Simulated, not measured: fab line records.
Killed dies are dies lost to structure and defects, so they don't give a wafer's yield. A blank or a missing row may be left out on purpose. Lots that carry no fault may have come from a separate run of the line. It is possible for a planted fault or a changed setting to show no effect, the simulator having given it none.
Lot-split experiment ; flow n5 finfet ; route with 1938 steps; 7 lots, 17 wafers read

ABOUT THE SPLIT
At N5_BEOL_M3_SPUTTER_86 (material Cu, target thk 4.5 nm, time 8.29 s), the setting time s was moved away from the recipe's 8.29 s on 2 of the 17 wafers read, by -14.3% to -13.6%. For the rest of the wafers, this setting stayed at what the recipe calls for.

Reading taken at the split's own step.

THE READING
Cu_of_BEOL_M3_SPUTTER_86.thk nm (the simulator's own value, which no gauge read), in nm, at N5_BEOL_M3_SPUTTER_86 (material Cu, target thk 4.5 nm, time 8.29 s). There is no usual value for it anywhere in the file. The 15 wafers here that ran the recipe average 4.5 nm, standard deviation 0.094 nm.

wafer;tool, chamber at the split;time s as run, s;against the recipe;Cu_of_BEOL_M3_SPUTTER_86.thk nm, nm;against lot-mates on the recipe
L074.3;pvd sputter-01, -;8.29;recipe;4.6;-
L074.4;pvd sputter-01, -;8.29;recipe;4.4;-
L074.5;pvd sputter-01, -;8.29;recipe;4.4;-
L075.1;pvd sputter-03, -;8.29;recipe;4.4;-
L082.2;pvd sputter-03, -;8.29;recipe;4.4;-
L082.4;pvd sputter-03, -;8.29;recipe;4.4;-
L082.6;pvd sputter-03, -;8.29;recipe;4.4;-
L089.1;pvd sputter-02, -;8.29;recipe;4.4;-
L089.3;pvd sputter-02, -;8.29;recipe;4.4;-
L089.4;pvd sputter-02, -;8.29;recipe;4.4;-
L094.3;pvd sputter-03, -;7.161;-13.6%;3.8;-0.6
L094.4;pvd sputter-03, -;8.29;recipe;4.4;-
L093.3;pvd sputter-03, -;7.104;-14.3%;3.8;-0.8
L093.6;pvd sputter-03, -;8.29;recipe;4.6;-
L096.2;pvd sputter-02, -;8.29;recipe;4.6;-
L096.4;pvd sputter-02, -;8.29;recipe;4.6;-
L096.5;pvd sputter-02, -;8.29;recipe;4.6;-

THE FIT
A straight line over all 17 wafers: Cu_of_BEOL_M3_SPUTTER_86.thk nm changes by +0.0477 nm for each +1% of time s; r = +0.92; the points scatter about the line by 0.094 nm.
The same after taking each lot's own level away (the mean of its wafers on the recipe; 17 wafers): +0.0503 nm for each +1%; r = +0.98; scatter 0.052 nm.
On that fit, the largest move of time s shifts the reading by 0.72 nm.
The span of the lots' own levels, 4.40 to 4.60 nm, comes to 2.1 times the standard deviation stated above.
The two slopes are in agreement: the lot-to-lot level therefore moves the slope only a little.
Check: for one of the wafers moved furthest among these (-14.3%), held out of the fit, the line's prediction against its lot-mates is -0.63 nm. Against them it came out at -0.8 nm.

FURTHER SPLITS ON THESE WAFERS
These wafers also went through other splits before the reading. Each is held against what the fit with the lots' levels taken away leaves over:
other split on the same wafers;wafers away from the commonest value;r with Cu_of_BEOL_M3_SPUTTER_86.thk nm (lot level and that fit taken away)
N5_BEOL_M1_EXPOSE_25 dose mj;5;-0.25
N5_BEOL_M2_ETCH_69 bias w;5;+0.14
N5_BEOL_M2_TRENCH_ETCH_37 bias w;3;+0.23
N5_BEOL_M3_EXPOSE_08 dose mj;5;+0.00
N5_BEOL_M3_ETCH_64 time s;2;+0.00

THE FILE'S OWN FIT
Cu_of_BEOL_M3_SPUTTER_86.thk nm changes by +0.0503 nm for each +1% of time s, r = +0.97.
